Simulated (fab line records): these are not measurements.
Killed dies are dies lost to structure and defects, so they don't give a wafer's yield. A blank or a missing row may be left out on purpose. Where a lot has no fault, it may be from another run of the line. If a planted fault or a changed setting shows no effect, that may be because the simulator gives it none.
Matching of chambers    flow n5-finfet    N5_BEOL_M4_ETCH_64 on rie-diel-06 has 4 sister chambers
The step etches SOC in N2/H2, target depth 75 nm, overetch 22.5 nm, time 121.9 s. 33 wafers are shown with their chamber, then 12 later ones without.

## EACH WAFER AND ITS CHAMBER
wafer   chamber  drypump-motor-current-A (A)  showerhead-plenum-p-Torr (Torr)  throttle-valve-pct (%)
L079.1  0        6.3                          2.48                             17.76
L079.2  1        4.9                          2.41                             17.86
L079.3  3        6.6                          2.57                             18.07
L079.4  2        5.4                          2.45                             17.64
L079.5  1        4.9                          2.41                             17.86
L079.6  2        5.4                          2.45                             17.66
L081.2  0        6.2                          2.48                             17.77
L081.4  1        4.9                          2.41                             17.86
L081.5  1        4.8                          2.41                             17.85
L084.1  1        4.9                          2.41                             17.87
L084.2  2        5.5                          2.45                             17.66
L084.3  3        6.6                          2.57                             18.09
L084.4  0        6.2                          2.47                             17.78
L084.5  2        5.5                          2.45                             17.66
L084.6  1        4.9                          2.41                             17.86
L087.3  1        4.8                          2.41                             17.89
L087.4  3        6.6                          2.57                             18.10
L087.5  1        4.8                          2.41                             17.87
L088.1  1        4.8                          2.41                             17.88
L088.2  3        6.6                          2.57                             18.10
L088.3  0        6.2                          2.47                             17.78
L088.4  2        5.4                          2.45                             17.68
L088.5  2        5.4                          2.45                             17.69
L088.6  3        6.6                          2.57                             18.10
L092.1  1        4.9                          2.41                             17.90
L092.2  2        5.4                          2.44                             17.69
L092.3  0        6.2                          2.47                             17.81
L092.4  3        6.6                          2.56                             18.10
L092.5  2        5.4                          2.44                             17.69
L092.6  1        4.9                          2.41                             17.91
L093.1  3        6.6                          2.56                             18.10
L093.2  1        4.8                          2.41                             17.89
L093.3  0        6.3                          2.47                             17.80

SIGNATURES (averages over the wafers above)
reading                   chamber 0  chamber 1  chamber 2  chamber 3  scatter within a chamber
drypump-motor-current-A   6.233      4.858      5.425      6.600      0.0445
showerhead-plenum-p-Torr  2.4733     2.4100     2.4475     2.5671     0.00383
throttle-valve-pct        17.7833    17.8750    17.6713    18.0943    0.0175
Rule: distance of a wafer from a chamber = root of the sum over the readings of ((wafer's reading minus chamber's mean) / reading's scatter) squared. The wafer belongs to the nearest chamber; if the next one is less than 2 further off, it can't be placed. The scatter: the root of (the sum of the squares of (reading less its chamber's mean) over the shown wafers, divided by (wafers less chambers)).

## WAFERS WITH NO CHAMBER GIVEN
wafer   drypump-motor-current-A (A)  showerhead-plenum-p-Torr (Torr)  throttle-valve-pct (%)
L093.4  5.4                          2.44                             17.72
L093.5  5.4                          2.44                             17.71
L093.6  4.8                          2.41                             17.88
L091.1  5.5                          2.44                             17.70
L091.2  6.2                          2.47                             17.80
L091.3  6.6                          2.56                             18.10
L097.2  6.6                          2.56                             18.12
L097.4  6.2                          2.47                             17.81
L097.5  6.2                          2.46                             17.81
L096.1  6.3                          2.46                             17.82
L096.2  5.4                          2.44                             17.73
L096.4  6.6                          2.56                             18.12

## WHICH CHAMBER EACH WENT THROUGH
wafer   from the rows above  in truth
L093.4  2                    2
L093.5  2                    2
L093.6  1                    1
L091.1  2                    2
L091.2  0                    0
L091.3  3                    3
L097.2  3                    3
L097.4  0                    0
L097.5  0                    0
L096.1  0                    0
L096.2  2                    2
L096.4  3                    3
Placed correctly: 12 of 12. Number that these rows cannot place: 0. Wrongly placed: 0.
